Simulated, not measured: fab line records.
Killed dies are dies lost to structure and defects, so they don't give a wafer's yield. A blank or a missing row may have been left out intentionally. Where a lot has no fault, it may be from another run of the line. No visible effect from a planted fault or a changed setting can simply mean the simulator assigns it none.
Matching of chambers / flow n5 finfet / 4 sister chambers for N5_BEOL_M4_ETCH_64 on rie diel-06
The step etches SOC in N2/H2, target depth 75 nm, overetch 22.5 nm, time 121.9 s. 4 wafers are shown with their chamber, then 9 later ones without.

## WAFERS WITH THEIR CHAMBER
wafer=L085.6; chamber=1; showerhead plenum p Torr (Torr)=2.49
wafer=L088.2; chamber=0; showerhead plenum p Torr (Torr)=2.61
wafer=L088.3; chamber=2; showerhead plenum p Torr (Torr)=2.61
wafer=L088.4; chamber=3; showerhead plenum p Torr (Torr)=2.44

## WAFERS WITHOUT THEIR CHAMBER
wafer=L091.2; showerhead plenum p Torr (Torr)=2.60
wafer=L091.5; showerhead plenum p Torr (Torr)=2.61
wafer=L091.6; showerhead plenum p Torr (Torr)=2.43
wafer=L092.3; showerhead plenum p Torr (Torr)=2.61
wafer=L092.5; showerhead plenum p Torr (Torr)=2.48
wafer=L092.6; showerhead plenum p Torr (Torr)=2.61
wafer=L095.2; showerhead plenum p Torr (Torr)=2.60
wafer=L095.5; showerhead plenum p Torr (Torr)=2.48
wafer=L095.6; showerhead plenum p Torr (Torr)=2.61

## THE CHAMBER EACH PASSED THROUGH
wafer=L091.2; from the rows above=can't be placed: 0 or 2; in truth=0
wafer=L091.5; from the rows above=can't be placed: 0 or 2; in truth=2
wafer=L091.6; from the rows above=3; in truth=3
wafer=L092.3; from the rows above=can't be placed: 0 or 2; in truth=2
wafer=L092.5; from the rows above=1; in truth=1
wafer=L092.6; from the rows above=can't be placed: 0 or 2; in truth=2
wafer=L095.2; from the rows above=can't be placed: 0 or 2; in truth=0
wafer=L095.5; from the rows above=1; in truth=1
wafer=L095.6; from the rows above=can't be placed: 0 or 2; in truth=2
Correctly placed: 3 of 9. Unplaceable from these rows: 6, with the true chamber sitting among the candidates in 6. Number placed wrongly: 0.
How it was worked out, from the rows above alone: a wafer's distance from a chamber is the root of the sum, over the readings, of the square of ((its reading less the chamber's mean) divided by the reading's scatter). The wafer belongs to the nearest chamber; if the next one is less than 2 further off, it can't be placed. A chamber's mean is the mean of its shown wafers. The scatter: with one shown wafer a chamber, the root of the mean of the squares of how far each hidden wafer lies from its nearest shown one.
